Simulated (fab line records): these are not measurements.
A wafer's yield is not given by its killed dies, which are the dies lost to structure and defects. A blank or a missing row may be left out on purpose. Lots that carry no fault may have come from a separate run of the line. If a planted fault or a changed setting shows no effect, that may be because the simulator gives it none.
Matching of chambers || flow nand-harc || 4 sister chambers for NHARC_P_CONTACT_CMP_24 on cmp-04
The step polishes, t overpolish 30 s, target thk 200 nm. 4 wafers are shown with their chamber, then 10 later ones without.

## WAFERS, EACH WITH ITS CHAMBER
{"wafer": "L082.4", "chamber": 1, "motor-current-A (A)": 11.8}
{"wafer": "L087.3", "chamber": 2, "motor-current-A (A)": 9.8}
{"wafer": "L090.1", "chamber": 0, "motor-current-A (A)": 12.3}
{"wafer": "L090.4", "chamber": 3, "motor-current-A (A)": 12.7}

## WAFERS WITHOUT THEIR CHAMBER
{"wafer": "L090.5", "motor-current-A (A)": 12.4}
{"wafer": "L094.1", "motor-current-A (A)": 12.4}
{"wafer": "L094.4", "motor-current-A (A)": 10.0}
{"wafer": "L094.5", "motor-current-A (A)": 10.3}
{"wafer": "L095.1", "motor-current-A (A)": 12.9}
{"wafer": "L095.3", "motor-current-A (A)": 12.1}
{"wafer": "L095.4", "motor-current-A (A)": 12.6}
{"wafer": "L097.2", "motor-current-A (A)": 10.3}
{"wafer": "L097.4", "motor-current-A (A)": 12.5}
{"wafer": "L097.5", "motor-current-A (A)": 12.4}

## WHICH CHAMBER EACH ONE RAN IN
{"wafer": "L090.5", "from the rows above": "can't be placed: 0 or 3 or 1", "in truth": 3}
{"wafer": "L094.1", "from the rows above": "can't be placed: 0 or 3 or 1", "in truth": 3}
{"wafer": "L094.4", "from the rows above": 2, "in truth": 2}
{"wafer": "L094.5", "from the rows above": 2, "in truth": 2}
{"wafer": "L095.1", "from the rows above": "can't be placed: 3 or 0", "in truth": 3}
{"wafer": "L095.3", "from the rows above": "can't be placed: 0 or 1 or 3", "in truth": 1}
{"wafer": "L095.4", "from the rows above": "can't be placed: 3 or 0", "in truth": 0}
{"wafer": "L097.2", "from the rows above": 2, "in truth": 2}
{"wafer": "L097.4", "from the rows above": "can't be placed: 0 or 3 or 1", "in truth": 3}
{"wafer": "L097.5", "from the rows above": "can't be placed: 0 or 3 or 1", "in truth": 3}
Correctly placed: 3 of 10. Not placeable from these rows: 7 (in 7, the candidates include the true chamber). Wrongly placed: 0.
How it was worked out, from the rows above alone: a wafer's distance from a chamber is the root of the sum, over the readings, of the square of ((its reading less the chamber's mean) divided by the reading's scatter). The wafer belongs to the nearest chamber; if the next one is less than 2 further off, it can't be placed. For every chamber, the mean is computed from those of its wafers that are shown. The scatter: with one shown wafer a chamber, the root of the mean of the squares of how far each hidden wafer lies from its nearest shown one.
